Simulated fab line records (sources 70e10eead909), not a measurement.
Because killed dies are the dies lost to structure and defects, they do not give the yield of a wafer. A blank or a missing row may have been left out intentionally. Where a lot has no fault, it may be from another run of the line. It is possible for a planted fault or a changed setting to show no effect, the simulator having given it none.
Matching of chambers + flow nand-harc + NHARC_A_STAIRCASE_DEP_471 on pecvd-01: 3 sister chambers
The step deposits SiO2, target thk 100 nm. 3 wafers are shown with their chamber, then 8 later ones without.

WAFERS WITH THEIR CHAMBER
| wafer  | chamber | throttle-valve-pct (%) |
|--------|---------|------------------------|
| L081.2 | 2       | 16.6                   |
| L082.6 | 1       | 15.8                   |
| L084.1 | 0       | 15.5                   |

WAFERS WITHOUT THEIR CHAMBER
| wafer  | throttle-valve-pct (%) |
|--------|------------------------|
| L084.5 | 15.4                   |
| L084.6 | 16.7                   |
| L086.2 | 15.7                   |
| L086.3 | 15.8                   |
| L086.5 | 15.5                   |
| L087.2 | 15.7                   |
| L087.3 | 16.5                   |
| L087.5 | 15.6                   |

WHICH CHAMBER EACH WENT THROUGH
| wafer  | from the rows above     | in truth |
|--------|-------------------------|----------|
| L084.5 | 0                       | 0        |
| L084.6 | 2                       | 2        |
| L086.2 | can't be placed: 1 or 0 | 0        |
| L086.3 | 1                       | 1        |
| L086.5 | 0                       | 0        |
| L087.2 | can't be placed: 1 or 0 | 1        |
| L087.3 | 2                       | 2        |
| L087.5 | can't be placed: 0 or 1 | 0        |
Correctly placed: 5 of 8. Can't be placed from these rows: 3 (the true chamber is among the candidates in 3). 0 placed wrongly.
How it was worked out, from the rows above alone: a wafer's distance from a chamber is the root of the sum, over the readings, of the square of ((its reading less the chamber's mean) divided by the reading's scatter). If the next closest chamber is less than 2 further off than the closest, the wafer can't be placed; otherwise it belongs to the closest. A chamber's mean is the mean of its shown wafers. The scatter: root of mean squared gap, hidden wafer to nearest shown wafer, with one shown wafer a chamber.
